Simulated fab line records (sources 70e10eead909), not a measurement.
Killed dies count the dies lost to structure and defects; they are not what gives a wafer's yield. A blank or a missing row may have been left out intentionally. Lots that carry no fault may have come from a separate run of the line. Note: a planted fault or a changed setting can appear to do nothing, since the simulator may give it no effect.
Chamber matching / flow nand_harc / pecvd-04 running NHARC_A_STAIRCASE_DEP_471: 3 sister chambers
The step deposits SiO2, target thk 100 nm. 3 wafers are shown with their chamber, then 10 later ones without.

== EACH WAFER AND ITS CHAMBER ==
wafer=L085.6; chamber=0; throttle_valve_pct (%)=16.7
wafer=L089.1; chamber=2; throttle_valve_pct (%)=16.1
wafer=L089.2; chamber=1; throttle_valve_pct (%)=16.7

== WAFERS WHOSE CHAMBER IS MISSING ==
wafer=L089.4; throttle_valve_pct (%)=17.1
wafer=L089.3; throttle_valve_pct (%)=17.0
wafer=L089.5; throttle_valve_pct (%)=16.3
wafer=L089.6; throttle_valve_pct (%)=16.5
wafer=L090.3; throttle_valve_pct (%)=16.7
wafer=L090.4; throttle_valve_pct (%)=16.6
wafer=L090.5; throttle_valve_pct (%)=16.2
wafer=L096.1; throttle_valve_pct (%)=17.3
wafer=L096.2; throttle_valve_pct (%)=16.6
wafer=L096.5; throttle_valve_pct (%)=17.3

== WHICH CHAMBER EACH ONE RAN IN ==
wafer=L089.4; from the rows above=can't be placed: 0 or 1 or 2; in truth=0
wafer=L089.3; from the rows above=can't be placed: 0 or 1 or 2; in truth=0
wafer=L089.5; from the rows above=can't be placed: 2 or 0 or 1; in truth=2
wafer=L089.6; from the rows above=can't be placed: 0 or 1 or 2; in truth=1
wafer=L090.3; from the rows above=can't be placed: 0 or 1 or 2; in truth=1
wafer=L090.4; from the rows above=can't be placed: 0 or 1 or 2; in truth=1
wafer=L090.5; from the rows above=can't be placed: 2 or 0 or 1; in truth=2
wafer=L096.1; from the rows above=can't be placed: 0 or 1 or 2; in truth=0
wafer=L096.2; from the rows above=can't be placed: 0 or 1 or 2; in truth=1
wafer=L096.5; from the rows above=can't be placed: 0 or 1 or 2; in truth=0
Correctly placed: 0 of 10. These rows do not allow placing 10 (true chamber among the candidates in 10). Number placed wrongly: 0.
How it was worked out, from the rows above alone: a wafer's distance from a chamber is the root of the sum, over the readings, of the square of ((its reading less the chamber's mean) divided by the reading's scatter). The wafer belongs to the nearest chamber; if the next one is less than 2 further off, it can't be placed. For every chamber, the mean is computed from those of its wafers that are shown. The scatter: with one shown wafer a chamber, the root of the mean of the squares of how far each hidden wafer lies from its nearest shown one.
